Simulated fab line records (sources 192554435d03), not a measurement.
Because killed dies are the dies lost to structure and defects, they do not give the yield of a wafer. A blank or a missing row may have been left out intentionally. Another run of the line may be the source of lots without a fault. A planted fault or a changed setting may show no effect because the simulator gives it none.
Matching of chambers | flow n5-finfet | N5_BEOL_M10_ALD_74 on ald-metal-02 has 4 sister chambers
The step deposits TaN, target thk 2 nm, pulse time 2 s, purge time 3 s. 14 wafers are shown with their chamber, then 7 later ones without.

== WAFERS WITH THEIR CHAMBER ==
wafer  | chamber | heater-power-w (W)
L151.3 | 3       | 452
L151.4 | 2       | 364
L151.6 | 2       | 376
L155.1 | 3       | 451
L155.2 | 0       | 423
L155.5 | 0       | 422
L156.2 | 0       | 427
L156.3 | 2       | 372
L156.5 | 3       | 454
L163.2 | 1       | 354
L163.3 | 0       | 428
L163.6 | 0       | 424
L162.2 | 2       | 378
L162.4 | 2       | 380

SIGNATURES, as means of the wafers listed above
reading        | chamber 0 | chamber 1 | chamber 2 | chamber 3 | scatter within a chamber
heater-power-w | 424.80    | 354.00    | 374.00    | 452.33    | 4.38
Rule: a wafer's distance from a chamber is the root of the sum, over the readings, of the square of ((its reading less the chamber's mean) divided by the reading's scatter). If the next closest chamber is less than 2 further off than the closest, the wafer can't be placed; otherwise it belongs to the closest. How the scatter is found: for the shown wafers, subtract from each reading the mean of its chamber, square and add these, divide the total by (wafers less chambers), then take the root.

== WAFERS MISSING THEIR CHAMBER ==
wafer  | heater-power-w (W)
L162.5 | 356
L164.1 | 349
L164.3 | 440
L164.4 | 387
L166.3 | 380
L166.4 | 349
L166.6 | 382

== WHICH CHAMBER EACH ONE RAN IN ==
wafer  | from the rows above     | in truth
L162.5 | 1                       | 1
L164.1 | 1                       | 1
L164.3 | can't be placed: 3 or 0 | 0
L164.4 | 2                       | 2
L166.3 | 2                       | 2
L166.4 | 1                       | 1
L166.6 | 2                       | 2
Correct placement for 6 of the 7. Not placeable from these rows: 1 (in 1, the candidates include the true chamber). 0 placed wrongly.
